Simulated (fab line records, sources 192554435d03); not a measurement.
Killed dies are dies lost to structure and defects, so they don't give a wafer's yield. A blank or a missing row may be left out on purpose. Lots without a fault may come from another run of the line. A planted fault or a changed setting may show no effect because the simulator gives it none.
Split-lot experiment | flow n5_finfet | 7 lots, 39 wafers read, on a route of 1938 steps

THE SPLIT
At N5_DUMMY_GATE_ETCH_31 (etches SiO2 in C4F6/O2, target depth 82.5 nm, time 27.5 s), the setting target_depth_a was moved away from the recipe's 825 angstrom on 18 of the 39 wafers read, by -48.2% to +58.9%. The other wafers ran this setting at the recipe's value.

The reading is taken at the split's own step.

THE READING
SOC_of_DUMMY_GATE_COAT_34.thk_nm (the simulator's own value, which no gauge read), in nm, at N5_DUMMY_GATE_ETCH_31 (etches SiO2 in C4F6/O2, target depth 82.5 nm, time 27.5 s). The file gives no usual value for it. The 21 wafers here that ran the recipe average 51.7 nm, standard deviation 0.2 nm.

wafer  | tool, chamber at the split | target_depth_a as run, angstrom | against the recipe | SOC_of_DUMMY_GATE_COAT_34.thk_nm, nm | against lot-mates on the recipe
L076.1 | rie_diel-05, 2             | 825                             | recipe             | 51.6                                 | -
L076.5 | rie_diel-05, 0             | 825                             | recipe             | 51.2                                 | -
L076.6 | rie_diel-05, 3             | 825                             | recipe             | 51.6                                 | -
L078.1 | rie_diel-05, 0             | 825                             | recipe             | 51.6                                 | -
L078.2 | rie_diel-05, 2             | 427.7                           | -48.2%             | 56                                   | +4.2
L078.3 | rie_diel-05, 3             | 825                             | recipe             | 52                                   | -
L078.4 | rie_diel-05, 1             | 427.7                           | -48.2%             | 55.6                                 | +3.8
L078.5 | rie_diel-05, 3             | 427.7                           | -48.2%             | 55.8                                 | +4.0
L078.6 | rie_diel-05, 2             | 825                             | recipe             | 51.8                                 | -
L083.1 | rie_diel-04, 3             | 1311                            | +58.9%             | 46.4                                 | -5.1
L083.2 | rie_diel-04, 2             | 825                             | recipe             | 51.4                                 | -
L083.3 | rie_diel-04, 0             | 1311                            | +58.9%             | 46.6                                 | -4.9
L083.4 | rie_diel-04, 1             | 825                             | recipe             | 51.4                                 | -
L083.5 | rie_diel-04, 3             | 1311                            | +58.9%             | 46.4                                 | -5.1
L083.6 | rie_diel-04, 2             | 825                             | recipe             | 51.6                                 | -
L086.1 | rie_diel-04, 3             | 825                             | recipe             | 51.6                                 | -
L086.2 | rie_diel-04, 2             | 635.6                           | -23.0%             | 53.8                                 | +2.0
L086.3 | rie_diel-04, 0             | 825                             | recipe             | 52                                   | -
L086.4 | rie_diel-04, 1             | 635.6                           | -23.0%             | 53.6                                 | +1.8
L086.5 | rie_diel-04, 1             | 825                             | recipe             | 51.8                                 | -
L086.6 | rie_diel-04, 2             | 635.6                           | -23.0%             | 53.8                                 | +2.0
L090.1 | rie_diel-04, 1             | 1239                            | +50.2%             | 47.6                                 | -4.1
L090.2 | rie_diel-04, 0             | 1239                            | +50.2%             | 48.2                                 | -3.5
L090.3 | rie_diel-04, 3             | 825                             | recipe             | 51.8                                 | -
L090.4 | rie_diel-04, 2             | 1239                            | +50.2%             | 48                                   | -3.7
L090.5 | rie_diel-04, 2             | 825                             | recipe             | 51.8                                 | -
L090.6 | rie_diel-04, 1             | 825                             | recipe             | 51.6                                 | -
L091.1 | rie_diel-04, 2             | 1090                            | +32.1%             | 49.2                                 | -2.3
L091.2 | rie_diel-04, 3             | 825                             | recipe             | 51.6                                 | -
L091.3 | rie_diel-04, 1             | 825                             | recipe             | 51.6                                 | -
L091.4 | rie_diel-04, 0             | 1090                            | +32.1%             | 49                                   | -2.5
L091.5 | rie_diel-04, 3             | 825                             | recipe             | 51.4                                 | -
L091.6 | rie_diel-04, 2             | 1090                            | +32.1%             | 48.8                                 | -2.7
L095.1 | rie_diel-03, 1             | 825                             | recipe             | 51.8                                 | -
L095.2 | rie_diel-03, 2             | 988.4                           | +19.8%             | 50.2                                 | -1.6
L095.3 | rie_diel-03, 3             | 825                             | recipe             | 51.8                                 | -
L095.4 | rie_diel-03, 0             | 988.4                           | +19.8%             | 50.2                                 | -1.6
L095.5 | rie_diel-03, 0             | 988.4                           | +19.8%             | 50.2                                 | -1.6
L095.6 | rie_diel-03, 1             | 825                             | recipe             | 51.8                                 | -

THE FIT
A straight line over all 39 wafers: SOC_of_DUMMY_GATE_COAT_34.thk_nm changes by -0.0837 nm for each +1% of target_depth_a; r = -0.99; the points scatter about the line by 0.24 nm.
The same after taking each lot's own level away (the mean of its wafers on the recipe; 39 wafers): -0.0817 nm for each +1%; r = -1.00; scatter 0.18 nm.
On that fit, the largest move of target_depth_a shifts the reading by 4.8 nm.
The lots' own levels span 51.47 to 51.80 nm, that is 1.7 times the standard deviation above.
So the lot-to-lot level changes the slope little: the two slopes agree.
Check: with one of the wafers moved furthest among these (+58.9%) left out of the fit, the line predicts -4.75 nm for it against its lot-mates. It came out at -5.07 nm against them.

OTHER SPLITS ON THESE WAFERS
These wafers also went through other splits before the reading. Each is held against what the fit with the lots' levels taken away leaves over:
other split on the same wafers | wafers away from the commonest value | r with SOC_of_DUMMY_GATE_COAT_34.thk_nm (lot level and that fit taken away)
N5_FIN_SAQP_HM_DEP_03 time_s   | 15                                   | +0.28

THE WHOLE CHAIN: every reading that the file lists as answering this split, in the file's order
step                  | what it does                                                   | reading                                                                           | change (the file's fit)                                                              | r (the file's)
N5_DUMMY_GATE_ETCH_31 | etches SiO2 in C4F6/O2, target depth 82.5 nm, time 27.5 s      | etch.depth_nm (the simulator's own value, which no gauge read)                    | +0.814 nm for each +1% of the setting                                                | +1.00
N5_DUMMY_GATE_ETCH_31 | etches SiO2 in C4F6/O2, target depth 82.5 nm, time 27.5 s      | SOC_of_DUMMY_GATE_COAT_34.thk_nm (the simulator's own value, which no gauge read) | -0.0814 nm for each +1% of the setting                                               | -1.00
N5_DUMMY_GATE_ETCH_44 | etches poly-Si in HBr/O2, stops on SiO2, target depth 127.5 nm | oes_product_au                                                                    | not straight: 0.379 at the lowest setting, 0.729 at the recipe, 0.728 at the highest | not given

THE FILE'S OWN FIT
SOC_of_DUMMY_GATE_COAT_34.thk_nm changes by -0.0814 nm for each +1% of target_depth_a, r = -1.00.
